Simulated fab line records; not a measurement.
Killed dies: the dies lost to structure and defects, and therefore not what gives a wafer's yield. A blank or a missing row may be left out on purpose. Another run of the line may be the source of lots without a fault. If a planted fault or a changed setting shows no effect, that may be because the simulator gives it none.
fab line records ; flow n5-finfet
record: lots: 5; wafers: 15; last-day: 16
route steps=1938 shown MOL_CONTACT_COAG@581 BEOL_M4@1111 PASSIVATION@1936
lots that met no fault: taken from a fault-free run of the same line
start-h: the number of hours between the record's first day and the start of the first shown wafer of the lot ; wait-h: hours from the lot's prior step to this one ; " repeats the value in the row above ; L1.1+2: one row covering several wafers at once ; - no value, or no start given ; * or withheld: withheld ; < > ~ a bound
route shown NAME@n: NAME is a module with steps in the file, n the number in the route of the first one ; usual: the fault-free wafers' mean and standard deviation ; same: alike in all rows ; chamber/n: place in a boat ; sites: readings site by site ; _std_site: the values' standard deviation ; _edge_site: outer sites' mean less inner sites' ; radius-mm: for every site, how far away it sits from the centre of the wafer ; mask NAME#n: copy n ; behind: the last tool/chamber to shape the wafer ; hold: what put the lot on hold/how long, in hours/how the hold closed ; device: transistor that didn't switch, given as n, p or np ; end of line: tests run on the same wafers once the route is complete ; for a step that has no rows: nothing shown but its recipe ; killed: dies lost to structure and defects at the first sort, not the wafer's yield ; map: shows each die of a wafer: x if killed, . if not, _ if none is there
set.NAME: the setting that was run; set.NAME@STEP: the one run at that earlier step ; model.NAME: the simulator's own value behind a step, which no gauge read
certain route steps with their lots: each step a table, each wafer a row
services: when a tool's chamber went out of use (start-h, in hours from the record's first day, below 0 if earlier), for how many hours, and the reason
== steps ==
step: N5_MOL_CONTACT_COAG_ETCH_91
recipe: chemistry: N2/H2; target: SOC; target-depth-a: 600; overetch-a: 210; mask-material: SiARC; temp-c: 40; time-s: 101.2; ion-energy-ev: 200; pressure-mtorr: 30; source-w: 840; bias-w: 150; n2-flow-sccm: 200; h2-flow-sccm: 200
step: N5_MOL_CONTACT_COAG_STRIP_92
recipe: chemistry: N2/H2; temp-c: 40; n2-flow-sccm: 200; h2-flow-sccm: 200; rf-frequency-hz: 6e+07
step: N5_MOL_CONTACT_COAG_STRIP_93
recipe: chemistry: N2/H2; temp-c: 40; n2-flow-sccm: 200; h2-flow-sccm: 200; rf-frequency-hz: 6e+07
step: N5_MOL_CONTACT_COAG_ETCHBACK_135
recipe: chemistry: CHF3; target: SiO2; target-depth-a: 250; time-s: 16.7; ion-energy-ev: 200; pressure-mtorr: 30; source-w: 610; bias-w: 170; Ar_flow_sccm: 200; CHF3_flow_sccm: 50
step: N5_MOL_CONTACT_COAG_STRIP_118
recipe: chemistry: CHF3; resist: SiARC; rf-frequency-hz: 6e+07
step: N5_MOL_CONTACT_COAG_VIA_ETCH_46
recipe: chemistry: C4F6/O2; target-depth-a: 460; overetch-a: 92; mask-material: SOC; target: SiO2; bias-w: 455; pressure-mtorr: 10; time-s: 40; source-w: 325; Ar_flow_sccm: 300; C4F6_flow_sccm: 10; O2_flow_sccm: 10; ion-energy-ev: 575.3; ends: end-point
step: N5_MOL_CONTACT_COAG_STRIP_96
recipe: chemistry: N2/H2; power-w: 500; temp-c: 40; pressure-mtorr: 50; rf-frequency-hz: 6e+07; overash-fraction: 0.3; bias-power-w: 28; h2-frac: 0.5; n2-flow-sccm: 300; h2-flow-sccm: 300
step: N5_MOL_CONTACT_COAG_ETCH_47
recipe: chemistry: CH3F/O2; target: SiNx; target-depth-a: 270; mask-material: SiO2; stop-on: W; over-etch-frac: 0.2; ion-energy-ev: 120; endpoint: OES-CN; pressure-mtorr: 30; source-w: 395; bias-w: 73; Ar_flow_sccm: 150; CH3F_flow_sccm: 30; O2_flow_sccm: 20; ends: end-point
step: N5_MOL_CONTACT_COAG_STRIP_119
recipe: chemistry: N2/H2; time-s: 30; power-w: 1000; temp-c: 250; pressure-mtorr: withheld; n2-flow-sccm: 1750; h2-flow-sccm: 3250
step: N5_MOL_CONTACT_COAG_PRECLEAN_144
recipe: chemistry: alkaline-clean; temp-c: 60; time-s: 60; do-ppb: 50
step: N5_MOL_CONTACT_COAG_SRD_145
recipe: dry: ipa-marangoni; time-s: 30; temp-c: 23; rinse-liquid: diw
step: N5_MOL_CONTACT_COAG_COAT_62
recipe: resist: SOC; temp-c: 250; time-s: 60; spin-rpm: 1500; resist-thk-nm: 60
usual: exhaust-pa: 44.8/0.85; spin-speed-rpm: 1499.7/0.92
lot.wafer;tool;chamber;start-h;wait-h;exhaust-pa;spin-speed-rpm;model.SOC_of_MOL_CONTACT_COAG_COAT_62.thk-nm
L362.2;litho-track-01;0;106.77;0.0;44.3;1499.9;60
L362.3;litho-track-01;0;106.77;0.0;43.3;1501.5;60.2
L362.5;litho-track-01;0;106.77;0.0;44.1;1499.5;60
L374.1;litho-track-01;0;186.23;0.0;44.9;1448.7;61.2
L374.3;litho-track-01;0;186.23;0.0;45.2;1449.5;61.2
L374.6;litho-track-01;0;186.23;0.0;46.3;1448.2;61.4
L375.1;litho-track-01;0;192.84;0.0;43.5;1448.9;61.2
L375.2;litho-track-01;0;192.84;0.0;44.6;1450.7;61.4
L375.6;litho-track-01;0;192.84;0.0;44.4;1449.4;61.4
L376.3;litho-track-01;0;193.67;0.0;43.2;1448.2;61.2
L376.4;litho-track-01;0;193.67;0.0;44.8;1448.6;61.4
L376.5;litho-track-01;0;193.67;0.0;43.3;1448.0;61.2
L379.3;litho-track-04;0;209.73;0.0;46.0;1500.8;59.6
L379.4;litho-track-04;0;209.73;0.0;45.5;1500.8;60
L379.6;litho-track-04;0;209.73;0.0;45.6;1500.4;59.8
step: N5_MOL_CONTACT_COAG_COAT_63
recipe: resist: SiARC; temp-c: 220; time-s: 60; spin-rpm: 1500; resist-thk-nm: 10
step: N5_MOL_CONTACT_COAG_COAT_64
recipe: resist: underlayer; temp-c: 205; time-s: 60; spin-rpm: 1500; resist-thk-nm: 10
step: N5_MOL_CONTACT_COAG_COAT_34
recipe: resist: CAR-EUV; spin-rpm: 1500; resist-thk-nm: 40
step: N5_MOL_CONTACT_COAG_EBR_36
recipe: solvent: PGMEA; ebr-width-mm: 1.5
step: N5_MOL_CONTACT_COAG_SOFTBAKE_35
recipe: temp-c: 110; time-s: 60; resist: CAR-EUV
step: N5_MOL_CONTACT_COAG_EXPOSE_37
recipe: mask-id: VD; na: 0.33; source-shape: annular; sigma-inner: 0.3; sigma-outer: 0.7; polarization: unpolarized; defocus-nm: 0; dose-mj: 62
step: N5_MOL_CONTACT_COAG_PEB_38
recipe: peb-temp-c: 100; peb-time-s: 60; resist: CAR-EUV
step: N5_MOL_CONTACT_COAG_DEVELOP_39
recipe: develop-time-s: 30; developer: TMAH; resist: CAR-EUV; rinse-liquid: surfactant-rinse; dry: air-spin; dev-temp-c: 23
step: N5_MOL_CONTACT_COAG_DESCUM_45
recipe: chemistry: O2; time-s: 7; source-power-w: 50; bias-power-w: 20; pressure-mtorr: 20; rf-frequency-hz: 2.712e+07; temp-c: 40; resist: CAR-EUV; o2-flow-sccm: 225
step: N5_MOL_CONTACT_COAG_ETCH_65
recipe: chemistry: N2/H2; target: underlayer; target-depth-a: 130; mask-material: CAR-EUV; time-s: 10.4; ion-energy-ev: 200; pressure-mtorr: 30; source-w: 840; bias-w: 150; n2-flow-sccm: 200; h2-flow-sccm: 200; ends: cleared
step: N5_MOL_CONTACT_COAG_ETCH_66
recipe: chemistry: CF4; target: SiARC; target-depth-a: 130; mask-material: CAR-EUV; time-s: 21.7; ion-energy-ev: 80; pressure-mtorr: 40; source-w: 545; bias-w: 36; Ar_flow_sccm: 100; cf4-flow-sccm: 100; ends: cleared
step: N5_MOL_CONTACT_COAG_ALD_133
recipe: material: SiO2; target-thk-a: 50; temp-c: 100; ald-precursor-family: BDEAS; ald-co-reactant: O2-plasma; pulse-time-s: 1; co-reactant-pulse-time-s: 1; purge-time-s: 2; co-reactant-purge-time-s: 2; ald-cycles: 35; pressure-torr: 2
step: N5_MOL_CONTACT_COAG_ETCHBACK_134
recipe: chemistry: CHF3; target: SiO2; target-depth-a: 100; time-s: 6.7; ion-energy-ev: 200; pressure-mtorr: 30; source-w: 610; bias-w: 170; Ar_flow_sccm: 200; CHF3_flow_sccm: 50
step: N5_MOL_CONTACT_COAG_ETCH_67
recipe: chemistry: N2/H2; target: SOC; target-depth-a: 600; overetch-a: 210; mask-material: SiARC; temp-c: 40; time-s: 101.2; ion-energy-ev: 200; pressure-mtorr: 30; source-w: 840; bias-w: 150; n2-flow-sccm: 200; h2-flow-sccm: 200
usual: drypump-motor-current-A: 5.5/0.49; oes-product-au: 0.66/0.068; rf-vpp-V: 523.7/2.8; showerhead-plenum-p-Torr: 2.54/0.1; throttle-valve-pct: 17.91/0.19
lot.wafer;tool;chamber;start-h;wait-h;drypump-motor-current-A;oes-product-au;rf-hours-counter-h;rf-vpp-V;showerhead-plenum-p-Torr;throttle-valve-pct;model.etch.depth-nm
L362.2;rie-diel-05;3;107.82;0.0;6.4;0.59;212;519.3;2.40;17.85;59.95
L362.3;rie-diel-05;2;107.82;0.0;5.4;0.77;27;528.4;2.72;17.68;60.17
L362.5;rie-diel-05;1;107.82;0.0;5.1;0.78;-;521.3;2.49;17.62;60.04
L374.1;rie-diel-04;2;187.95;0.0;6.3;0.71;59;520.7;2.48;17.94;61.16
L374.3;rie-diel-04;3;187.95;0.0;5.1;0.64;129;524.9;2.54;17.87;61.22
L374.6;rie-diel-04;3;187.95;0.0;5.1;0.65;-;525.7;2.54;17.89;61.37
L375.1;rie-diel-06;2;193.59;0.0;5.3;0.62;189;523.1;2.53;18.11;61.23
L375.2;rie-diel-06;3;193.59;0.0;4.8;0.82;6;529.1;2.72;17.85;61.37
L375.6;rie-diel-06;3;193.59;0.0;4.8;0.81;-;529.8;2.72;17.86;61.31
L376.3;rie-diel-05;3;194.43;0.0;6.4;0.58;238;520.1;2.39;17.89;61.25
L376.4;rie-diel-05;1;194.43;0.0;5.1;0.74;44;522.3;2.48;17.67;61.3
L376.5;rie-diel-05;0;194.43;0.0;5.9;0.64;-;525.5;2.65;18.02;61.3
L379.3;rie-diel-05;0;210.81;0.0;5.8;0.63;133;526.6;2.65;18.02;59.69
L379.4;rie-diel-05;3;210.81;0.0;6.4;0.57;244;519.9;2.39;17.91;59.94
L379.6;rie-diel-05;0;210.81;0.0;5.8;0.62;-;526.4;2.65;18.02;59.84
step: N5_MOL_CONTACT_COAG_STRIP_68
recipe: chemistry: N2/H2; temp-c: 40; n2-flow-sccm: 200; h2-flow-sccm: 200; rf-frequency-hz: 6e+07
step: N5_MOL_CONTACT_COAG_STRIP_69
recipe: chemistry: N2/H2; temp-c: 40; n2-flow-sccm: 200; h2-flow-sccm: 200; rf-frequency-hz: 6e+07
step: N5_MOL_CONTACT_COAG_ETCHBACK_136
recipe: chemistry: CHF3; target: SiO2; target-depth-a: 250; time-s: 16.7; ion-energy-ev: 200; pressure-mtorr: 30; source-w: 610; bias-w: 170; Ar_flow_sccm: 200; CHF3_flow_sccm: 50
step: N5_MOL_CONTACT_COAG_STRIP_120
recipe: chemistry: CHF3; resist: SiARC; rf-frequency-hz: 6e+07
step: N5_MOL_CONTACT_COAG_VIA_ETCH_117
recipe: chemistry: C4F6/O2; target-depth-a: 400; overetch-a: 80; mask-material: SOC; target: SiO2; bias-w: 455; pressure-mtorr: 10; time-s: 26; source-w: 325; Ar_flow_sccm: 300; C4F6_flow_sccm: 10; O2_flow_sccm: 10; ion-energy-ev: 575.3; ends: end-point
step: N5_MOL_CONTACT_COAG_ETCH_124
recipe: chemistry: CH3F/O2; target: SiNx; target-depth-a: 65; mask-material: SOC; stop-on: SiOC; over-etch-frac: 0.3; ion-energy-ev: 120; pressure-mtorr: 30; source-w: 395; bias-w: 73; Ar_flow_sccm: 150; CH3F_flow_sccm: 30; O2_flow_sccm: 20; ends: end-point
step: N5_MOL_CONTACT_COAG_ETCH_48
recipe: chemistry: C4F6/O2; target-depth-a: 150; overetch-a: 45; mask-material: SOC; target: SiOC; bias-w: 465; pressure-mtorr: 10; time-s: 17; source-w: 335; Ar_flow_sccm: 300; C4F6_flow_sccm: 10; O2_flow_sccm: 10; ion-energy-ev: 576
usual: drypump-motor-current-A: 5.5/0.5; oes_f_703_au: 0.79/0.079; oes-product-au: 0.66/0.077; rf-vpp-V: 1571/25; showerhead-plenum-p-Torr: 2.84/0.11; throttle-valve-pct: 40.7/0.51
lot.wafer;tool;chamber;start-h;wait-h;drypump-motor-current-A;oes_f_703_au;oes-product-au;rf-hours-counter-h;rf-vpp-V;showerhead-plenum-p-Torr;throttle-valve-pct;model.SOC_of_MOL_CONTACT_COAG_COAT_62.thk-nm
L362.2;rie-diel-05;3;108.02;0.0;6.4;0.69;0.62;212;1538;2.70;40.5;46.2
L362.3;rie-diel-05;2;108.02;0.0;5.4;0.88;0.76;27;1584;2.98;39.8;46.2
L362.5;rie-diel-05;1;108.02;0.0;5.1;0.92;0.74;-;1562;2.80;40.6;45.8
L374.1;rie-diel-04;2;188.14;0.0;6.3;0.86;0.70;59;1560;2.79;41.2;46.6
L374.3;rie-diel-04;3;188.14;0.0;5.1;0.78;0.67;129;1586;2.86;41.3;47
L374.6;rie-diel-04;3;188.14;0.0;5.0;0.78;0.67;-;1584;2.86;41.3;47.2
L375.1;rie-diel-06;2;193.78;0.0;5.3;0.75;0.62;189;1546;2.81;40.2;47
L375.2;rie-diel-06;3;193.78;0.0;4.8;0.98;0.84;6;1579;3.04;41.5;46.8
L375.6;rie-diel-06;3;193.78;0.0;4.9;0.99;0.85;-;1581;3.04;41.5;46.6
L376.3;rie-diel-05;3;194.62;0.0;6.4;0.68;0.59;238;1538;2.69;40.5;47.6
L376.4;rie-diel-05;1;194.62;0.0;5.1;0.85;0.75;44;1564;2.79;40.7;47.2
L376.5;rie-diel-05;0;194.62;0.0;5.9;0.75;0.64;-;1586;2.99;41.0;46.6
L379.3;rie-diel-05;0;211.00;0.0;5.9;0.75;0.60;133;1587;2.99;41.0;45
L379.4;rie-diel-05;3;211.00;0.0;6.4;0.66;0.56;244;1540;2.69;40.5;46.4
L379.6;rie-diel-05;0;211.00;0.0;5.9;0.75;0.59;-;1587;2.99;41.0;45.2
step: N5_MOL_CONTACT_COAG_STRIP_72
recipe: chemistry: N2/H2; power-w: 450; temp-c: 40; pressure-mtorr: 20; rf-frequency-hz: 6e+07; overash-fraction: 3; bias-power-w: 7; h2-frac: 0.5; n2-flow-sccm: 200; h2-flow-sccm: 200
step: N5_BEOL_M4_RC_MEAS_101
usual: DIBL_N: 36.2/1.7; DIBL_P: 36.6/1.9; IOFF_N: 0.16/0.032; IOFF_P: 0.21/0.037; ION_N: 675/12; ION_P: 460/8.1; SS_N: 71.4/0.58; SS_P: 73.4/0.64; VT_N: 249/3.2; VT_P: -252/3.4
lot.wafer;tool;chamber;start-h;wait-h;DIBL_N[mV/V];DIBL_P[mV/V];IOFF_N[nA/um];IOFF_P[nA/um];ION_N[uA/um];ION_P[uA/um];SS_N[mV/dec];SS_P[mV/dec];VT_N[mV];VT_P[mV]
L362.2;prober-02;0;169.51;0.2;35.1;36.2;0.15;0.21;681;467;71.3;73.3;249;-249
L362.3;prober-02;0;169.51;0.2;37.1;37.8;0.17;0.22;688;468;72.4;73.9;250;-247
L362.5;prober-02;0;169.51;0.2;37.4;38.8;0.18;0.25;672;462;72.3;74.3;248;-247
L374.1;prober-02;0;244.98;0.0;34.8;34.8;0.15;0.17;681;457;71.2;72.9;252;-255
L374.3;prober-02;0;244.98;0.0;38.0;38.2;0.19;0.22;661;451;72.0;73.9;247;-250
L374.6;prober-02;0;244.98;0.0;35.5;35.0;0.15;0.17;661;447;71.5;72.6;250;-256
L375.1;prober-02;0;246.70;0.0;38.2;39.3;0.19;0.21;664;452;72.2;73.6;249;-253
L375.2;prober-02;0;246.70;0.0;36.4;37.2;0.16;0.19;677;460;71.9;73.4;248;-252
L375.6;prober-02;0;246.70;0.0;36.0;37.1;0.15;0.19;656;445;71.9;73.1;251;-253
L376.3;prober-01;0;249.40;0.3;33.4;34.6;0.14;0.15;661;441;70.5;73.4;251;-258
L376.4;prober-01;0;249.40;0.3;37.5;39.1;0.20;0.20;670;447;71.5;73.7;249;-258
L376.5;prober-01;0;249.40;0.3;31.0;31.5;0.11;0.12;657;442;70.5;72.3;253;-261
L379.3;prober-01;0;267.97;0.3;34.7;35.1;0.14;0.16;666;446;71.2;73.4;253;-256
L379.4;prober-01;0;267.97;0.3;37.6;39.4;0.20;0.23;682;460;71.6;74.8;247;-253
L379.6;prober-01;0;267.97;0.3;34.6;34.5;0.13;0.15;665;447;70.6;73.1;253;-255
step: N5_PASSIVATION_PROBE_49
usual: defect-limited-yield: 91.3/1.5; killed_at_M0_to_M3: 35/10; killed_at_M4_up: 12/4.6; killed-at-contacts: 13/6.6; killed-at-front-end: 39/11; killed-at-other: 4/3.4; killed-dies: 103/17; killed-open: 67/13; killed-short: 35/8.2; sort_bin_5_function: 5.1/0.94; sort_bin_6_memory: 3.2/0.7; sort_bin_8_speed: 0.00/0.03; sort-n-pass: 1077/17; sort-yield-pct: 91.3/1.5
same: gross-dies: 1180; killed-at-back-side: 0; sort_bin_4_leakage[%]: 0
lot.wafer;tool;chamber;start-h;wait-h;defect-limited-yield[%];killed_at_M0_to_M3;killed_at_M4_up;killed-at-contacts;killed-at-front-end;killed-at-other;killed-dies;killed-open;killed-short;sort_bin_5_function[%];sort_bin_6_memory[%];sort_bin_8_speed[%];sort-n-pass;sort-yield-pct[%]
L362.2;prober-01;-;269.94;0.1;93.6;23;8;7;37;0;75;50;22;4.1;2.2;0;1105;93.6
L362.3;prober-01;-;269.99;0.1;90.6;23;16;6;60;6;111;63;37;5.8;2.5;0;1069;90.6
L362.5;prober-01;-;270.09;0.2;89.8;42;16;1;61;0;120;83;37;6.8;3.1;0;1060;89.8
L374.1;prober-01;-;342.96;0.0;92.0;26;16;3;42;7;94;60;34;4.8;3.0;0;1086;92.0
L374.3;prober-01;-;343.06;0.1;91.9;31;8;10;42;5;96;54;41;5.0;2.5;0;1084;91.9
L374.6;prober-01;-;343.21;0.3;93.4;35;4;8;25;6;78;51;26;3.3;3.1;0;1102;93.4
L375.1;prober-02;-;347.07;0.0;90.1;50;17;10;39;1;117;77;39;6.2;3.3;0;1063;90.1
L375.2;prober-02;-;347.12;0.1;91.1;36;9;13;47;0;105;74;29;5.8;2.7;0;1075;91.1
L375.6;prober-02;-;347.32;0.3;90.9;26;19;13;46;3;107;66;40;5.3;3.3;0;1073;90.9
L376.3;prober-02;-;352.80;0.1;92.3;27;4;15;38;7;91;58;33;5.0;2.3;0;1089;92.3
L376.4;prober-02;-;352.85;0.2;91.7;37;10;11;32;8;98;59;39;5.3;2.5;0;1082;91.7
L376.5;prober-02;-;352.90;0.2;92.4;34;7;12;29;8;90;57;33;4.7;2.7;0.08;1089;92.3
L379.3;prober-01;-;384.05;0.1;93.5;19;13;10;34;1;77;48;28;3.7;2.4;0;1103;93.5
L379.4;prober-01;-;384.10;0.2;93.1;23;13;13;28;5;82;52;25;3.6;2.8;0;1098;93.1
L379.6;prober-01;-;384.20;0.3;91.5;35;11;18;28;8;100;77;21;4.5;3.9;0;1080;91.5
killed by level:class
L362.2 STI_FIN_REVEAL:geometric-particle:open=16 FIN_SAQP:geometric-particle:short=5 BEOL_M1:geometric-particle:open=5 BEOL_M4:geometric-particle:open=5 BEOL_M3:geometric-particle:open=4 FIN_SAQP:geometric-particle:open=3 MOL_CONTACT_COAG:geometric-particle:open=3 MOL_CONTACT_COAG:geometric-particle:short=3
L362.3 STI_FIN_REVEAL:geometric-particle:open=18 FIN_SAQP:geometric-particle:short=9 HKMG_FIN:area-etch=9 FIN_SAQP:geometric-particle:open=7 MOL_CONTACT_COAG:geometric-particle:open=6 BEOL_M3:geometric-particle:open=6 STI_FIN_REVEAL:geometric-particle:short=5 BEOL_M4:geometric-particle:open=5
L362.5 STI_FIN_REVEAL:geometric-particle:open=19 BEOL_M0_SAQP:geometric-particle:open=15 FIN_SAQP:geometric-particle:short=14 FIN_SAQP:geometric-particle:open=9 BEOL_M4:geometric-particle:open=8 BEOL_M3:geometric-particle:open=7 BEOL_M0_SAQP:geometric-particle:short=6 BEOL_M2:geometric-particle:open=6
L374.1 FIN_SAQP:geometric-particle:short=12 FIN_SAQP:geometric-particle:open=9 BEOL_M0:geometric-particle:open=6 BEOL_M2:geometric-particle:open=6 DUMMY_GATE:geometric-particle:open=5 BEOL_M1:geometric-particle:open=5 STARTING-WAFER:geometric-particle:open=3 STI_FIN_REVEAL:geometric-particle:open=3
L374.3 FIN_SAQP:geometric-particle:short=11 BEOL_M2:geometric-particle:open=9 FIN_SAQP:geometric-particle:open=8 MOL_CONTACT_COAG:geometric-particle:open=7 BEOL_M3:geometric-particle:open=6 STARTING-WAFER:geometric-particle:open=6 STI_FIN_REVEAL:geometric-particle:open=5 BEOL_M2:geometric-particle:short=5
L374.6 BEOL_M2:geometric-particle:open=15 FIN_SAQP:geometric-particle:short=7 MOL_CONTACT_COAG:geometric-particle:open=6 DUMMY_GATE:geometric-particle:open=4 BEOL_M0_SAQP:geometric-particle:open=4 BEOL_M0:geometric-particle:open=4 STI_FIN_REVEAL:geometric-particle:open=3 BEOL_M1:geometric-particle:short=3
L375.1 BEOL_M2:geometric-particle:open=12 BEOL_M0_SAQP:geometric-particle:short=12 BEOL_M0_SAQP:geometric-particle:open=9 FIN_SAQP:geometric-particle:open=8 MOL_CONTACT_COAG:geometric-particle:open=8 FIN_SAQP:geometric-particle:short=6 DUMMY_GATE:geometric-particle:open=6 BEOL_M1:geometric-particle:open=5
L375.2 BEOL_M2:geometric-particle:open=13 STI_FIN_REVEAL:geometric-particle:open=11 MOL_CONTACT_COAG:geometric-particle:open=11 FIN_SAQP:geometric-particle:short=8 BEOL_M3:geometric-particle:open=7 FIN_SAQP:geometric-particle:open=6 BEOL_M0_SAQP:geometric-particle:open=5 BEOL_M0_SAQP:geometric-particle:short=4
L375.6 FIN_SAQP:geometric-particle:short=12 STI_FIN_REVEAL:geometric-particle:open=8 MOL_CONTACT_COAG:geometric-particle:open=8 FIN_SAQP:geometric-particle:open=7 FIN_CUT:geometric-particle:open=6 BEOL_M5:geometric-particle:open=6 MOL_CONTACT_COAG:geometric-particle:short=5 BEOL_M0_SAQP:geometric-particle:short=5
L376.3 FIN_SAQP:geometric-particle:short=15 MOL_CONTACT_COAG:geometric-particle:open=14 FIN_SAQP:geometric-particle:open=9 BEOL_M2:geometric-particle:open=9 DUMMY_GATE:geometric-particle:open=6 BEOL_M0_SAQP:geometric-particle:short=5 MIM_TOP_ETCH:geometric-particle:open=4 BEOL_M2:geometric-particle:short=4
L376.4 MOL_CONTACT_COAG:geometric-particle:open=8 GATE_CUT:geometric-particle:short=7 BEOL_M3:geometric-particle:open=7 BEOL_M0_SAQP:geometric-particle:short=6 DUMMY_GATE:geometric-particle:open=5 GATE_CUT:geometric-particle:open=5 BEOL_M0_SAQP:geometric-particle:open=5 BEOL_M1:geometric-particle:short=5
L376.5 MOL_CONTACT_COAG:geometric-particle:open=11 BEOL_M3:geometric-particle:open=7 BEOL_M2:geometric-particle:open=7 BEOL_M0_SAQP:geometric-particle:short=6 FIN_SAQP:geometric-particle:short=5 BEOL_M1:geometric-particle:open=5 STARTING-WAFER:geometric-particle:short=5 MIM_TOP_ETCH:geometric-particle:open=5
L379.3 MOL_CONTACT_COAG:geometric-particle:open=10 BEOL_M4:geometric-particle:open=9 FIN_SAQP:geometric-particle:short=7 BEOL_M2:geometric-particle:open=6 FIN_SAQP:geometric-particle:open=5 GATE_CUT:geometric-particle:short=4 STARTING-WAFER:geometric-particle:short=4 DUMMY_GATE:geometric-particle:open=3
L379.4 FIN_SAQP:geometric-particle:short=10 MOL_CONTACT_COAG:geometric-particle:open=10 BEOL_M4:geometric-particle:open=7 BEOL_M2:geometric-particle:open=5 BEOL_M1:geometric-particle:open=5 BEOL_M0_SAQP:geometric-particle:open=4 BEOL_M3:geometric-particle:open=4 HKMG_FIN:area-etch=4
L379.6 MOL_CONTACT_COAG:geometric-particle:open=17 STI_FIN_REVEAL:geometric-particle:open=12 BEOL_M1:geometric-particle:open=11 FIN_SAQP:geometric-particle:short=6 BEOL_M0_SAQP:geometric-particle:open=5 BEOL_M3:geometric-particle:open=5 FIN_SAQP:geometric-particle:open=4 BEOL_M4:geometric-particle:open=4
== services ==
tool;chamber;start-h;hours;kind
rie-diel-06;3;149.23;-;clean
rie-diel-06;3;149.23;-;consumable-replace:focus-ring
rie-diel-06;3;149.23;-;consumable-replace:showerhead
rie-diel-06;3;149.23;23.9;scheduled-down
rie-diel-06;3;149.23;23.9;vent-cycle
rie-diel-04;-;164.74;4.3;pm
== key ==
first-sign: step: N5_MOL_CONTACT_COAG_COAT_62; reading: spin-speed-rpm; direction: down; sigmas: 55; usual: *; struck: *
effect none on later readings
model-effect: step: N5_MOL_CONTACT_COAG_COAT_62; value: SOC_of_MOL_CONTACT_COAG_COAT_62.thk-nm; without: 60.24; struck: 61.29
model-effect: step: N5_MOL_CONTACT_COAG_ETCH_67; value: etch.depth-nm; without: 60.25; struck: 61.28
model-effect: step: N5_MOL_CONTACT_COAG_ETCH_48; value: SOC_of_MOL_CONTACT_COAG_COAT_62.thk-nm; without: 45.93; struck: 46.96
met-at N5_MOL_CONTACT_COAG_COAT_62
struck-wafers L374.1,L374.3,L374.6,L375.1,L375.2,L375.6,L376.3,L376.4,L376.5
onset-between 106.77 186.23
fault: kind: process-parameter-drift; tool: litho-track-01; chamber: -; onset-h: 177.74; steps: N5_MOL_CONTACT_COAG_COAT_62; channel: spin-rpm; offset: *; shape: step; end-h: 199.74; acts-in: *; stated: *
